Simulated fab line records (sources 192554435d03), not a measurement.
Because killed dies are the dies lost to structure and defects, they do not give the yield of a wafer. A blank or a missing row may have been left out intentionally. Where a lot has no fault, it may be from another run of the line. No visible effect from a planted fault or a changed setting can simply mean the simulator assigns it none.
Matching of chambers | flow n5Finfet | 4 sister chambers for N5_BEOL_M0_ETCH_128 on rieDiel-01
The step etches SiCN in CF4/N2, target depth 12 nm, overetch 5.1 nm, time 21.4 s. 16 wafers are shown with their chamber, then 8 later ones without.

## WAFERS, EACH WITH ITS CHAMBER
wafer  | chamber | showerheadPlenumPTorr (Torr) | throttleValvePct (%) | oesProductAu (a.u.)
L075.3 | 3       | 2.15                         | 14.99                | 0.58
L075.4 | 1       | 2.16                         | 15.62                | 0.47
L075.6 | 1       | 2.16                         | 15.62                | 0.47
L076.1 | 2       | 2.16                         | 15.33                | 0.62
L076.2 | 3       | 2.15                         | 14.98                | 0.57
L076.5 | 1       | 2.16                         | 15.62                | 0.47
L077.1 | 2       | 2.16                         | 15.33                | 0.62
L077.3 | 1       | 2.16                         | 15.62                | 0.46
L077.6 | 3       | 2.15                         | 14.99                | 0.58
L090.1 | 2       | 2.15                         | 15.36                | 0.59
L090.2 | 0       | 2.19                         | 15.93                | 0.47
L090.6 | 1       | 2.16                         | 15.13                | 0.65
L091.1 | 1       | 2.15                         | 15.15                | 0.62
L091.4 | 0       | 2.19                         | 15.94                | 0.47
L091.5 | 2       | 2.15                         | 15.39                | 0.60
L093.2 | 2       | 2.15                         | 15.38                | 0.58

SIGNATURES (averages over the wafers above)
reading               | chamber 0 | chamber 1 | chamber 2 | chamber 3 | scatter within a chamber
showerheadPlenumPTorr | 2.1900    | 2.1583    | 2.1540    | 2.1500    | 0.00412
throttleValvePct      | 15.9350   | 15.4600   | 15.3580   | 14.9867   | 0.161
oesProductAu          | 0.4700    | 0.5233    | 0.6020    | 0.5767    | 0.0572
Rule: a wafer's distance from a chamber is the root of the sum, over the readings, of the square of ((its reading less the chamber's mean) divided by the reading's scatter). The wafer belongs to the nearest chamber; if the next one is less than 2 further off, it can't be placed. How the scatter is found: for the shown wafers, subtract from each reading the mean of its chamber, square and add these, divide the total by (wafers less chambers), then take the root.

## WAFERS WITHOUT THEIR CHAMBER
wafer  | showerheadPlenumPTorr (Torr) | throttleValvePct (%) | oesProductAu (a.u.)
L093.3 | 2.15                         | 15.14                | 0.62
L093.6 | 2.15                         | 15.40                | 0.60
L094.1 | 2.14                         | 15.04                | 0.54
L094.2 | 2.15                         | 15.14                | 0.62
L094.4 | 2.15                         | 15.14                | 0.64
L097.2 | 2.13                         | 15.06                | 0.54
L097.3 | 2.15                         | 15.40                | 0.58
L097.6 | 2.15                         | 15.17                | 0.61

## THE CHAMBER EACH PASSED THROUGH
wafer  | from the rows above          | in truth
L093.3 | can't be placed: 3 or 2      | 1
L093.6 | can't be placed: 2 or 1 or 3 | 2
L094.1 | can't be placed: 3 or 2      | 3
L094.2 | can't be placed: 3 or 2      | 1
L094.4 | can't be placed: 3 or 2      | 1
L097.2 | can't be placed: 3 or 2      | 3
L097.3 | can't be placed: 2 or 1 or 3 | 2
L097.6 | can't be placed: 3 or 2 or 1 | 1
0 of 8 placed correctly. These rows do not allow placing 8 (true chamber among the candidates in 5). Number placed wrongly: 0.
